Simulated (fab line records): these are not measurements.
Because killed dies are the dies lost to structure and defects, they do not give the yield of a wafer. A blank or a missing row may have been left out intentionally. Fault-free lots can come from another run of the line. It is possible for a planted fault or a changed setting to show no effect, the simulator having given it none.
fab line records + flow n5Finfet
[record]
- lots = 6
- wafers = 18
- lastDay = 17
route steps=1938 shown ILD0@337 SDB@347 BEOL_M4@1111
lots that met no fault: taken from a fault-free run of the same line
startH: hours from the record's first day to the start of the lot's first wafer shown + waitH: hours elapsed since this lot's preceding step + " as in the row above + L1.1+2: one row covering several wafers at once + - no value present, or no start provided + * or withheld: withheld + < > ~ a bound
route shown NAME@n: a module of which the file shows steps, and the number in the route of the first + usual: average and standard deviation across the fault-free wafers + same: alike in all rows + chamber/n: place in a boat + sites: readings site by site + _std_site: the values' standard deviation + _edge_site: inner sites' mean taken away from outer sites' mean + radiusMm: how far each site lies from the wafer's centre + mask NAME#n: copy n + behind: the tool/chamber that last shaped the wafer + hold: what put the lot on hold/how long, in hours/how the hold closed + device: transistor that didn't switch, given as n, p or np + end of line: the same wafers' tests at the end of the route + a step without rows: its recipe alone + killed: at the first sort, the dies lost to defects and structure; wafer yield is something else + map: a wafer's dies, marking killed ones x, the rest . and places with no die _
set.NAME: the setting as run; set.NAME@STEP: as run at that earlier step + model.NAME: the simulator's own value behind a step, which no gauge read
certain route steps with their lots: each step a table, each wafer a row
services: the hour from which a tool's chamber was out of use, counted from the record's first day as startH (under 0 if before that day), plus the number of hours and why
[[steps]]
[step N5_ILD0_CURE_02]
[recipe]
- tempC = 450
- timeS = 1800
- ambient = steam
- idleTempC = 400
- rampUpCPerMin = 5
- rampDownCPerMin = 3
- densificationPH2oTorr = 640
[step N5_ILD0_CMP_03]
[recipe]
- stopOn = SiNx
- tOverpolishS = 1.9
- postCmpClean = alkalineBrush
- downForcePsi = 4.1491
- platenRpm = 51.796
- padVelocityMS = 1.0306
- targetThkNm = 197.38
[usual]
- motorCurrentA = 12.6/1.2
- overpolishRunS = 1.901/0.0089
- padLifeWafers = 1265/490
- timeToEndpointS = 72/4.3
| lot.wafer | tool   | chamber | startH | waitH | motorCurrentA | overpolishRunS | padLifeWafers | timeToEndpointS |
|-----------|--------|---------|--------|-------|---------------|----------------|---------------|-----------------|
| L180.4    | cmp-04 | 2       | 62.96  | 0.0   | 11.2          | 1.898          | 924           | 73              |
| L180.2    | "      | 0       | "      | "     | 13.4          | 1.906          | 926           | 71              |
| L180.5    | "      | 2       | "      | "     | 11.7          | 1.886          | -             | 75              |
| L191.4    | cmp-01 | 3       | 129.00 | 0.1   | 15.4          | 1.896          | 1478          | 73              |
| L191.6    | "      | 1       | "      | "     | 11.4          | 1.892          | -             | 75              |
| L191.5    | "      | 2       | "      | "     | 11.2          | 1.884          | -             | 68              |
| L192.3    | cmp-01 | 1       | 134.39 | 0.1   | 12.0          | 1.914          | 1532          | 75              |
| L192.5    | "      | 3       | "      | "     | 14.1          | 1.894          | -             | 75              |
| L192.6    | "      | 0       | "      | "     | 12.3          | 1.897          | -             | 70              |
| L195.4    | cmp-01 | 3       | 151.63 | 0.0   | 15.3          | 1.886          | 1752          | 72              |
| L195.3    | "      | 1       | "      | "     | 11.4          | 1.884          | 1754          | 75              |
| L195.1    | "      | 2       | "      | "     | 11.1          | 1.908          | 1755          | 67              |
| L201.3    | cmp-04 | 3       | 187.96 | 0.1   | 14.5          | 1.908          | 1993          | 76              |
| L201.4    | "      | 1       | "      | "     | 12.0          | 1.894          | 1995          | 77              |
| L201.5    | "      | 2       | "      | "     | 11.0          | 1.885          | -             | 79              |
| L203.3    | cmp-02 | 2       | 198.94 | 0.1   | 12.8          | 1.910          | 764           | 69              |
| L203.4    | "      | 3       | "      | "     | 11.9          | 1.889          | 765           | 65              |
| L203.6    | "      | 0       | "      | "     | 13.3          | 1.908          | -             | 67              |
[step N5_ILD0_THK_MEAS_04]
[usual]
- thkNm = 197.5/1.2
| lot.wafer | tool         | chamber | startH | waitH | thkNm |
|-----------|--------------|---------|--------|-------|-------|
| L180.2    | filmMetro-02 | -       | 63.25  | -     | 197.9 |
| L180.4    | "            | -       | "      | "     | 198.3 |
| L180.5    | "            | -       | "      | "     | 199.1 |
| L191.4    | filmMetro-01 | -       | 129.22 | -     | 197.6 |
| L191.5    | "            | -       | "      | "     | 197.0 |
| L191.6    | "            | -       | "      | "     | 197.5 |
| L192.3    | filmMetro-02 | -       | 134.61 | -     | 197.2 |
| L192.5    | "            | -       | "      | "     | 195.8 |
| L192.6    | "            | -       | "      | "     | 196.0 |
| L195.1    | filmMetro-02 | -       | 151.93 | -     | 195.5 |
| L195.3    | "            | -       | "      | "     | 199.2 |
| L195.4    | "            | -       | "      | "     | 195.7 |
| L201.3    | filmMetro-02 | -       | 188.22 | -     | 198.0 |
| L201.4    | "            | -       | "      | "     | 198.2 |
| L201.5    | "            | -       | "      | "     | 198.0 |
| L203.3    | filmMetro-02 | -       | 199.16 | -     | 197.7 |
| L203.4    | "            | -       | "      | "     | 197.5 |
| L203.6    | "            | -       | "      | "     | 195.4 |
[step N5_ILD0_CMP_07]
[recipe]
- stopOn = poly-Si
- material = SiO2_flowable
- tOverpolishS = 1.18
- postCmpClean = alkalineBrush
- downForcePsi = 4.1491
- platenRpm = 51.796
- padVelocityMS = 1.0306
- targetThkNm = 138.88
[usual]
- motorCurrentA = 12.6/1.3
- padLifeWafers = 1303/530
| lot.wafer | tool   | chamber | startH | waitH | motorCurrentA | padLifeWafers |
|-----------|--------|---------|--------|-------|---------------|---------------|
| L180.2    | cmp-04 | 2       | 63.32  | 0.1   | 11.2          | 931           |
| L180.4    | "      | 0       | "      | "     | 12.4          | 933           |
| L180.5    | "      | 1       | "      | "     | 12.7          | -             |
| L191.4    | cmp-01 | 1       | 129.36 | 0.1   | 11.7          | 1485          |
| L191.6    | "      | 2       | "      | "     | 11.5          | -             |
| L191.5    | "      | 3       | "      | "     | 15.0          | -             |
| L192.3    | cmp-04 | 1       | 134.68 | 0.1   | 11.7          | 1543          |
| L192.5    | "      | 0       | "      | "     | 12.5          | -             |
| L192.6    | "      | 1       | "      | "     | 11.7          | -             |
| L195.3    | cmp-01 | 2       | 152.31 | 0.4   | 11.2          | 1770          |
| L195.4    | "      | 3       | "      | "     | 15.6          | 1771          |
| L195.1    | "      | 0       | "      | "     | 12.8          | 1772          |
| L201.3    | cmp-02 | 2       | 188.25 | 0.0   | 11.7          | 660           |
| L201.4    | "      | 1       | "      | "     | 12.4          | 663           |
| L201.5    | "      | 2       | "      | "     | 11.8          | -             |
| L203.4    | cmp-02 | 3       | 199.27 | 0.1   | 11.5          | 770           |
| L203.3    | "      | 0       | "      | "     | 13.4          | 771           |
| L203.6    | "      | 2       | "      | "     | 11.9          | -             |
[step N5_ILD0_THK_MEAS_08]
[usual]
- thkNm = 139.1/1.1
| lot.wafer | tool         | chamber | startH | waitH | thkNm |
|-----------|--------------|---------|--------|-------|-------|
| L180.2    | filmMetro-02 | -       | 63.57  | -     | 140.3 |
| L180.4    | "            | -       | "      | "     | 139.4 |
| L180.5    | "            | -       | "      | "     | 139.3 |
| L191.4    | filmMetro-01 | -       | 129.54 | -     | 139.8 |
| L191.5    | "            | -       | "      | "     | 138.4 |
| L191.6    | "            | -       | "      | "     | 137.5 |
| L192.3    | filmMetro-02 | -       | 134.94 | -     | 139.4 |
| L192.5    | "            | -       | "      | "     | 139.9 |
| L192.6    | "            | -       | "      | "     | 140.1 |
| L195.1    | filmMetro-01 | -       | 152.61 | -     | 139.3 |
| L195.3    | "            | -       | "      | "     | 138.1 |
| L195.4    | "            | -       | "      | "     | 139.2 |
| L201.3    | filmMetro-01 | -       | 188.54 | -     | 139.5 |
| L201.4    | "            | -       | "      | "     | 139.9 |
| L201.5    | "            | -       | "      | "     | 139.0 |
| L203.3    | filmMetro-01 | -       | 199.49 | -     | 139.1 |
| L203.4    | "            | -       | "      | "     | 138.1 |
| L203.6    | "            | -       | "      | "     | 139.8 |
[step N5_ILD0_PRECLEAN_10]
[recipe]
- chemistry = NF3:NH3
- afsCycles = 5
- timeS = 20
- tempC = 30
- sublimationTempC = 180
- sublimationTimeS = 60
- pressureTorr = 3
- rfPowerW = 30
[step N5_ILD0_ALD_15]
[recipe]
- material = SiNx
- targetThkA = 240
- tempC = 400
- aldPrecursorFamily = SiH2I2
- aldCoReactant = N2/H2-plasma
- pulseTimeS = 1
- aldCycles = 480
- purgeTimeS = 2
- coReactantPurgeTimeS = 2
- pressureTorr = 2
[usual]
- heaterPowerOuterW = 479/54
- heaterPowerW = 796/98
- precursorPulseHeightRel = 1.000/0.019
[same]
- purgeTimeS = 2
| lot.wafer | tool      | chamber | startH | waitH | heaterPowerOuterW | heaterPowerW | precursorPulseHeightRel |
|-----------|-----------|---------|--------|-------|-------------------|--------------|-------------------------|
| L180.2    | aldSin-04 | 3       | 64.29  | 0.5   | 510               | 853          | 1.021                   |
| L180.4    | "         | 1       | "      | "     | 486               | 819          | 1.026                   |
| L180.5    | "         | 3       | 65.38  | 1.2   | 513               | 813          | 0.998                   |
| L191.4    | aldSin-04 | 0       | 131.49 | 1.5   | 433               | 727          | 0.978                   |
| L191.5    | "         | 1       | "      | "     | 496               | 835          | 1.025                   |
| L191.6    | "         | 0       | 132.57 | 2.3   | 426               | 735          | 1.016                   |
| L192.3    | aldSin-02 | 1       | 135.66 | 0.4   | 535               | 847          | 1.009                   |
| L192.5    | "         | 3       | 136.74 | 1.2   | 481               | 775          | 1.017                   |
| L192.6    | "         | 0       | "      | "     | 546               | 935          | 1.023                   |
| L195.1    | aldSin-04 | 0       | 153.33 | 0.6   | 432               | 707          | 1.006                   |
| L195.3    | "         | 2       | "      | "     | 386               | 659          | 0.983                   |
| L195.4    | "         | 1       | "      | "     | 492               | 835          | 0.973                   |
| L201.3    | aldSin-03 | 3       | 189.26 | 0.4   | 562               | 888          | 0.972                   |
| L201.4    | "         | 1       | "      | "     | 549               | 1012         | 0.986                   |
| L201.5    | "         | 3       | 190.35 | 1.2   | 566               | 912          | 1.008                   |
| L203.3    | aldSin-03 | 3       | 200.20 | 0.4   | 564               | 870          | 0.980                   |
| L203.4    | "         | 2       | "      | "     | 439               | 690          | 1.016                   |
| L203.6    | "         | 0       | 201.29 | 1.1   | 465               | 768          | 1.011                   |
[step N5_ILD0_CMP_12]
[recipe]
- stopOn = poly-Si
- material = SiNx
- tOverpolishS = 6
- postCmpClean = alkalineBrush
- downForcePsi = 2.5
- platenRpm = 51.8
- padVelocityMS = 1.0307
- targetThkNm = 17.67
[usual]
- motorCurrentA = 9.1/0.88
- overpolishRunS = 5.999/0.0098
- padLifeWafers = 1260/620
- timeToEndpointS = 28.4/2.4
| lot.wafer | tool   | chamber | startH | waitH | motorCurrentA | overpolishRunS | padLifeWafers | timeToEndpointS |
|-----------|--------|---------|--------|-------|---------------|----------------|---------------|-----------------|
| L180.2    | cmp-04 | 2       | 66.53  | 1.2   | 8.6           | 6.004          | 979           | 30.5            |
| L180.4    | "      | 3       | "      | "     | 10.3          | 5.985          | 980           | 30.7            |
| L180.5    | "      | 2       | "      | "     | 8.1           | 6.004          | -             | 34.1            |
| L191.4    | cmp-04 | 2       | 133.80 | 1.2   | 9.0           | 5.986          | 1527          | 29.3            |
| L191.6    | "      | 3       | "      | "     | 10.5          | 5.998          | -             | 28.1            |
| L191.5    | "      | 0       | "      | "     | 9.2           | 6.001          | -             | 27.5            |
| L192.3    | cmp-04 | 1       | 137.89 | 1.2   | 9.2           | 6.010          | 1579          | 26.4            |
| L192.5    | "      | 0       | "      | "     | 9.4           | 6.038          | -             | 27.4            |
| L192.6    | "      | 1       | "      | "     | 8.7           | 6.004          | -             | 25.5            |
| L195.3    | cmp-02 | 3       | 155.88 | 1.5   | 8.5           | 6.000          | 390           | 25.5            |
| L195.4    | "      | 0       | "      | "     | 9.9           | 5.998          | 391           | 26.1            |
| L195.1    | "      | 1       | "      | "     | 9.5           | 5.995          | 392           | 27.5            |
| L201.3    | cmp-02 | 3       | 191.50 | 1.2   | 8.1           | 5.997          | 691           | 26.0            |
| L201.4    | "      | 0       | "      | "     | 9.7           | 5.995          | 692           | 27.0            |
| L201.5    | "      | 3       | "      | "     | 8.1           | 5.990          | -             | 26.6            |
| L203.3    | cmp-01 | 1       | 202.40 | 1.1   | 8.3           | 5.999          | 36            | 31.2            |
| L203.4    | "      | 2       | "      | "     | 8.2           | 6.006          | 37            | 27.3            |
| L203.6    | "      | 2       | "      | "     | 8.4           | 6.015          | -             | 26.0            |
[step N5_ILD0_THK_MEAS_13]
[usual]
- thkNm = 17.6/1
| lot.wafer | tool         | chamber | startH | waitH | thkNm |
|-----------|--------------|---------|--------|-------|-------|
| L180.2    | filmMetro-01 | -       | 66.79  | -     | 18.3  |
| L180.4    | "            | -       | "      | "     | 17.4  |
| L180.5    | "            | -       | "      | "     | 17.2  |
| L191.4    | filmMetro-02 | -       | 133.99 | -     | 17.6  |
| L191.5    | "            | -       | "      | "     | 17.4  |
| L191.6    | "            | -       | "      | "     | 17.1  |
| L192.3    | filmMetro-02 | -       | 138.15 | -     | 18.0  |
| L192.5    | "            | -       | "      | "     | 17.2  |
| L192.6    | "            | -       | "      | "     | 16.8  |
| L195.1    | filmMetro-02 | -       | 156.17 | -     | 17.1  |
| L195.3    | "            | -       | "      | "     | 15.3  |
| L195.4    | "            | -       | "      | "     | 17.1  |
| L201.3    | filmMetro-02 | -       | 191.76 | -     | 16.8  |
| L201.4    | "            | -       | "      | "     | 16.7  |
| L201.5    | "            | -       | "      | "     | 16.0  |
| L203.3    | filmMetro-02 | -       | 202.70 | -     | 19.2  |
| L203.4    | "            | -       | "      | "     | 18.4  |
| L203.6    | "            | -       | "      | "     | 17.4  |
[step N5_ILD0_INSPECT_06]
[recipe]
- inspectInstrument = darkfield
- mode = postCmp
[usual]
- rawDefectCount = 37/15
| lot.wafer | tool             | chamber | startH | waitH | rawDefectCount |
|-----------|------------------|---------|--------|-------|----------------|
| L180.2    | defectInspect-01 | -       | 66.81  | 0.0   | 77             |
| L180.4    | "                | -       | "      | "     | 30             |
| L180.5    | "                | -       | "      | "     | 75             |
| L191.4    | defectInspect-01 | -       | 134.01 | 0.0   | 23             |
| L191.5    | "                | -       | "      | "     | 25             |
| L191.6    | "                | -       | "      | "     | 54             |
| L192.3    | defectInspect-02 | -       | 138.18 | 0.0   | 44             |
| L192.5    | "                | -       | "      | "     | 52             |
| L192.6    | "                | -       | "      | "     | 44             |
| L195.1    | defectInspect-02 | -       | 156.20 | 0.0   | 26             |
| L195.3    | "                | -       | "      | "     | 24             |
| L195.4    | "                | -       | "      | "     | 26             |
| L201.3    | defectInspect-01 | -       | 191.78 | 0.0   | 11             |
| L201.4    | "                | -       | "      | "     | 14             |
| L201.5    | "                | -       | "      | "     | 24             |
| L203.3    | defectInspect-01 | -       | 202.73 | 0.0   | 50             |
| L203.4    | "                | -       | "      | "     | 39             |
| L203.6    | "                | -       | "      | "     | 24             |
[step N5_SDB_HM_DEP_00]
[recipe]
- material = SiNx
- targetThkA = 400
- tempC = 400
- precursor = SiH4/NH3/N2
- pressureTorr = 1.5
- rfW = 300
- timeS = 35.3
[usual]
- heaterPowerOuterW = 454/60
- heaterPowerW = 753/74
- rfFwdPowerW = 297.5/1.2
- showerheadPlenumPTorr = 5.16/0.071
- throttleValvePct = 39.6/2.6
| lot.wafer | tool     | chamber | startH | waitH | heaterPowerOuterW | heaterPowerW | rfFwdPowerW | showerheadPlenumPTorr | throttleValvePct |
|-----------|----------|---------|--------|-------|-------------------|--------------|-------------|-----------------------|------------------|
| L180.2    | pecvd-01 | 2       | 66.85  | 0.0   | 483               | 808          | 298.8       | 5.22                  | 40.7             |
| L180.4    | "        | 0       | "      | "     | 346               | 647          | 297.8       | 5.09                  | 38.0             |
| L180.5    | "        | 2       | "      | "     | 490               | 811          | 299.9       | 5.22                  | 40.7             |
| L191.4    | pecvd-01 | 0       | 134.07 | 0.1   | 398               | 710          | 298.5       | 5.09                  | 37.9             |
| L191.5    | "        | 1       | "      | "     | 537               | 952          | 296.4       | 5.18                  | 40.6             |
| L191.6    | "        | 2       | "      | "     | 386               | 713          | 298.7       | 5.19                  | 40.6             |
| L192.3    | pecvd-01 | 2       | 138.21 | 0.0   | 384               | 674          | 299.6       | 5.21                  | 40.9             |
| L192.5    | "        | 1       | "      | "     | 475               | 849          | 298.0       | 5.17                  | 40.4             |
| L192.6    | "        | 2       | "      | "     | 385               | 693          | 300.2       | 5.21                  | 40.7             |
| L195.1    | pecvd-04 | 0       | 156.24 | 0.0   | 540               | 739          | 297.4       | 5.08                  | 39.0             |
| L195.3    | "        | 1       | "      | "     | 506               | 799          | 297.7       | 5.11                  | 43.5             |
| L195.4    | "        | 0       | "      | "     | 533               | 748          | 296.5       | 5.07                  | 39.3             |
| L201.3    | pecvd-04 | 1       | 191.82 | 0.0   | 490               | 794          | 296.8       | 5.11                  | 43.7             |
| L201.4    | "        | 2       | "      | "     | 464               | 839          | 295.2       | 5.27                  | 35.2             |
| L201.5    | "        | 0       | "      | "     | 572               | 778          | 298.0       | 5.06                  | 39.1             |
| L203.3    | pecvd-03 | 2       | 202.76 | 0.0   | 397               | 645          | 298.8       | 5.11                  | 37.4             |
| L203.4    | "        | 0       | "      | "     | 391               | 691          | 297.3       | 5.12                  | 40.8             |
| L203.6    | "        | 2       | "      | "     | 401               | 664          | 297.7       | 5.12                  | 37.3             |
[step N5_SDB_COAT_03]
[recipe]
- resist = SOC
- tempC = 250
- timeS = 60
- spinRpm = 1500
- resistThkNm = 100
[step N5_SDB_COAT_04]
[recipe]
- resist = SiARC
- tempC = 220
- timeS = 60
- spinRpm = 1500
- resistThkNm = 18
[usual]
- heaterPowerTotalW = 427.4/2
- resistLineTempC = 23.00/0.11
- runLengthS = 66.27/0.11
| lot.wafer | tool          | chamber | startH | waitH | heaterPowerTotalW | resistLineTempC | runLengthS |
|-----------|---------------|---------|--------|-------|-------------------|-----------------|------------|
| L180.2    | lithoTrack-05 | 0       | 66.93  | -     | 427.7             | 23.12           | 66.42      |
| L180.4    | "             | 0       | "      | "     | 424.6             | 23.02           | 66.22      |
| L180.5    | "             | 0       | "      | "     | 428.1             | 23.04           | 66.16      |
| L191.4    | lithoTrack-05 | 0       | 134.13 | -     | 426.6             | 22.92           | 66.38      |
| L191.5    | "             | 0       | "      | "     | 426.5             | 22.93           | 66.22      |
| L191.6    | "             | 0       | "      | "     | 430.4             | 22.90           | 66.29      |
| L192.3    | lithoTrack-05 | 0       | 138.30 | -     | 600.0             | 23.01           | 40.33      |
| L192.5    | "             | 0       | "      | "     | 427.3             | 23.09           | 66.44      |
| L192.6    | "             | 0       | "      | "     | 427.2             | 23.10           | 66.21      |
| L195.1    | lithoTrack-05 | 0       | 156.32 | -     | 604.9             | 22.86           | 40.20      |
| L195.3    | "             | 0       | "      | "     | 604.3             | 22.80           | 40.24      |
| L195.4    | "             | 0       | "      | "     | 608.5             | 22.82           | 40.54      |
| L201.3    | lithoTrack-02 | 0       | 191.90 | -     | 425.1             | 22.96           | 66.33      |
| L201.4    | "             | 0       | "      | "     | 426.5             | 22.96           | 66.36      |
| L201.5    | "             | 0       | "      | "     | 430.3             | 22.87           | 66.55      |
| L203.3    | lithoTrack-03 | 0       | 202.85 | -     | 424.7             | 23.08           | 66.52      |
| L203.4    | "             | 0       | "      | "     | 427.1             | 22.99           | 66.25      |
| L203.6    | "             | 0       | "      | "     | 428.2             | 22.87           | 66.14      |
[step N5_SDB_COAT_05]
[recipe]
- resist = CAR-ArF
- spinRpm = 1500
- resistThkNm = 90
[step N5_BEOL_M4_RC_MEAS_101]
[usual]
- DIBL_N = 35.8/1.8
- DIBL_P = 35.6/2
- IOFF_N = 0.148/0.028
- IOFF_P = 0.20/0.034
- ION_N = 672/12
- ION_P = 462/8.5
- SS_N = 71.2/0.65
- SS_P = 73.1/0.67
- VT_N = 251/3.3
- VT_P = -251/3.8
| lot.wafer | tool      | chamber | startH | waitH | DIBL_N[mV/V] | DIBL_P[mV/V] | IOFF_N[nA/um] | IOFF_P[nA/um] | ION_N[uA/um] | ION_P[uA/um] | SS_N[mV/dec] | SS_P[mV/dec] | VT_N[mV] | VT_P[mV] |
|-----------|-----------|---------|--------|-------|--------------|--------------|---------------|---------------|--------------|--------------|--------------|--------------|----------|----------|
| L180.2    | prober-02 | 0       | 159.32 | 0.2   | 32.9         | 34.5         | 0.131         | 0.15          | 678          | 454          | 70.7         | 72.3         | 253      | -257     |
| L180.4    | "         | 0       | "      | "     | 35.3         | 36.7         | 0.157         | 0.18          | 682          | 457          | 72.1         | 72.9         | 251      | -256     |
| L180.5    | "         | 0       | "      | "     | 32.1         | 33.1         | 0.114         | 0.14          | 654          | 446          | 71.1         | 72.3         | 255      | -258     |
| L191.4    | prober-01 | 0       | 232.01 | 0.5   | 34.7         | 35.5         | 0.142         | 0.19          | 678          | 463          | 71.1         | 72.4         | 249      | -250     |
| L191.5    | "         | 0       | "      | "     | 32.9         | 33.3         | 0.118         | 0.16          | 671          | 463          | 70.8         | 72.7         | 250      | -251     |
| L191.6    | "         | 0       | "      | "     | 35.9         | 36.8         | 0.151         | 0.20          | 670          | 461          | 70.8         | 72.7         | 249      | -252     |
| L192.3    | prober-01 | 0       | 242.45 | 0.3   | 35.0         | 36.5         | 0.149         | 0.22          | 667          | 466          | 71.0         | 73.6         | 250      | -251     |
| L192.5    | "         | 0       | "      | "     | 35.1         | 36.5         | 0.157         | 0.22          | 676          | 465          | 71.2         | 73.3         | 248      | -248     |
| L192.6    | "         | 0       | "      | "     | 35.4         | 36.0         | 0.158         | 0.21          | 665          | 458          | 71.1         | 73.4         | 248      | -250     |
| L195.1    | prober-02 | 0       | 261.98 | 0.0   | 34.0         | 33.5         | 0.135         | 0.20          | 668          | 464          | 71.5         | 72.7         | 252      | -248     |
| L195.3    | "         | 0       | "      | "     | 35.9         | 35.7         | 0.171         | 0.24          | 679          | 466          | 71.1         | 74.0         | 248      | -247     |
| L195.4    | "         | 0       | "      | "     | 33.3         | 33.4         | 0.128         | 0.21          | 660          | 468          | 70.8         | 72.4         | 250      | -249     |
| L201.3    | prober-01 | 0       | 290.62 | 0.3   | 36.1         | 36.8         | 0.140         | 0.20          | 661          | 454          | 71.8         | 73.3         | 253      | -249     |
| L201.4    | "         | 0       | "      | "     | 38.2         | 38.9         | 0.176         | 0.23          | 672          | 461          | 72.2         | 73.3         | 248      | -251     |
| L201.5    | "         | 0       | "      | "     | 36.3         | 37.5         | 0.148         | 0.20          | 662          | 455          | 71.2         | 74.3         | 250      | -250     |
| L203.3    | prober-02 | 0       | 311.02 | 0.3   | 34.3         | 34.4         | 0.142         | 0.20          | 690          | 471          | 70.7         | 72.1         | 253      | -250     |
| L203.4    | "         | 0       | "      | "     | 37.9         | 38.2         | 0.200         | 0.25          | 686          | 472          | 71.2         | 73.8         | 247      | -247     |
| L203.6    | "         | 0       | "      | "     | 38.1         | 38.1         | 0.214         | 0.26          | 705          | 481          | 71.2         | 72.8         | 243      | -244     |
[[services]]
| tool      | chamber | startH | hours | kind                          |
|-----------|---------|--------|-------|-------------------------------|
| cmp-04    | -       | 47.95  | 0.6   | repair                        |
| pecvd-03  | 1       | 59.23  | 46.4  | repair                        |
| cmp-02    | -       | 61.79  | 6.2   | pm                            |
| aldSin-03 | -       | 85.25  | 14.0  | pm                            |
| cmp-01    | -       | 90.69  | 0.4   | repair                        |
| cmp-04    | -       | 103.78 | 12.7  | repair                        |
| cmp-02    | -       | 116.60 | 4.0   | pm                            |
| cmp-02    | -       | 120.60 | -     | consumableReplace:conditioner |
| cmp-02    | -       | 120.60 | -     | consumableReplace:pad         |
| pecvd-01  | -       | 124.78 | 0.8   | repair                        |
| pecvd-04  | -       | 127.86 | 5.5   | pm                            |
| cmp-02    | -       | 136.64 | 2.2   | repair                        |
| cmp-04    | -       | 146.70 | 6.9   | pm                            |
| aldSin-02 | 0       | 151.45 | 4.1   | repair                        |
| cmp-01    | -       | 153.65 | 4.2   | pm                            |
| cmp-01    | -       | 157.95 | 2.1   | repair                        |
| pecvd-04  | -       | 164.08 | 1.0   | repair                        |
| pecvd-01  | 1       | 167.18 | 4.5   | repair                        |
| aldSin-02 | 1       | 171.39 | 20.0  | repair                        |
| aldSin-02 | -       | 177.03 | 14.0  | pm                            |
| cmp-01    | -       | 189.59 | 0.3   | repair                        |
| cmp-01    | -       | 193.67 | 4.0   | pm                            |
| cmp-01    | -       | 197.67 | -     | consumableReplace:conditioner |
| cmp-01    | -       | 197.67 | -     | consumableReplace:pad         |
[[key]]
[firstSign]
- step = N5_SDB_COAT_04
- reading = runLengthS
- direction = down
- sigmas = 99+
- usual = *
- struck = *
[effect]
- step = N5_SDB_COAT_04
- reading = heaterPowerTotalW
- direction = up
- sigmas = 90
- usual = *
- struck = *
metAt N5_SDB_COAT_04
struckWafers L192.3,L195.1,L195.3,L195.4
onsetBetween 134.13 138.30
[fault]
- kind = processParameterDrift
- tool = lithoTrack-05
- chamber = -
- onsetH = 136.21
- steps = N5_SDB_COAT_04
- channel = timeS
- offset = *
- shape = step
- endH = 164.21
- scope = struckWafersOnly
- actsIn = *
- stated = *
